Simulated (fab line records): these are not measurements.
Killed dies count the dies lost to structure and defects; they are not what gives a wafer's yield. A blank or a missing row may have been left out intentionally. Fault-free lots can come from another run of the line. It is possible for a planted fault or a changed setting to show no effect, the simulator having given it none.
Which tool is to blame?	flow nand_harc	6 lots with 18 wafers sampled at 2 steps, on a route of 1302 steps

== WHAT THE GAUGES READ, wafer by wafer ==
NHARC_P_ZERO_WELL_CD_MEAS_37: target cd 720 nm.
lot	measured	on	cd_nm (nm)
L154	day 2 20:10	cd_sem-03	716.9 713.7 717.1
L157	day 4 02:22	cd_sem-03	720.7 720.1 719.0
L160	day 5 08:43	cd_sem-02	721.0 715.1 718.8
L169	day 9 01:53	cd_sem-03	718.6 716.5 720.4
L172	day 10 12:10	cd_sem-01	717.3 718.6 719.3
L174	day 11 03:58	cd_sem-01	719.0 715.5 714.4

== TOOL THAT RAN EACH LOT (tool first, then ch and the chambers of the sampled wafers, then the start) ==
lot	NHARC_P_ZERO_WELL_EXPOSE_34
L154	krf_scanner-03 ch 0, day 2 20:01
L157	krf_scanner-03 ch 0, day 4 02:13
L160	krf_scanner-03 ch 0, day 5 08:33
L169	krf_scanner-01 ch 0, day 9 01:43
L172	krf_scanner-03 ch 0, day 10 12:00
L174	krf_scanner-01 ch 0, day 11 03:48
- NHARC_P_ZERO_WELL_EXPOSE_34: exposes mask P PWELL, target cd 720 nm.

== THE ANSWER, worked out from the rows above alone ==
Rule: what is usual is taken from the lots themselves. The widest of any qualifying gaps counts: lots, ordered by their means at a reading, are off when they make up no more than a third of the lots, leave a main group of 4 or more, and stand apart from it by 3 or more times the standard deviation of that group's means. A main group is skipped when, at the precision printed for the reading in the tables above, its means are all equal. A lot without any number at a reading at which 4 lots or more have one is off too. Any other lot the step has rows for is counted as sound.
Nothing can be told from this: no lot is off at any reading shown.

== WHAT THE SIMULATOR PUT IN ==
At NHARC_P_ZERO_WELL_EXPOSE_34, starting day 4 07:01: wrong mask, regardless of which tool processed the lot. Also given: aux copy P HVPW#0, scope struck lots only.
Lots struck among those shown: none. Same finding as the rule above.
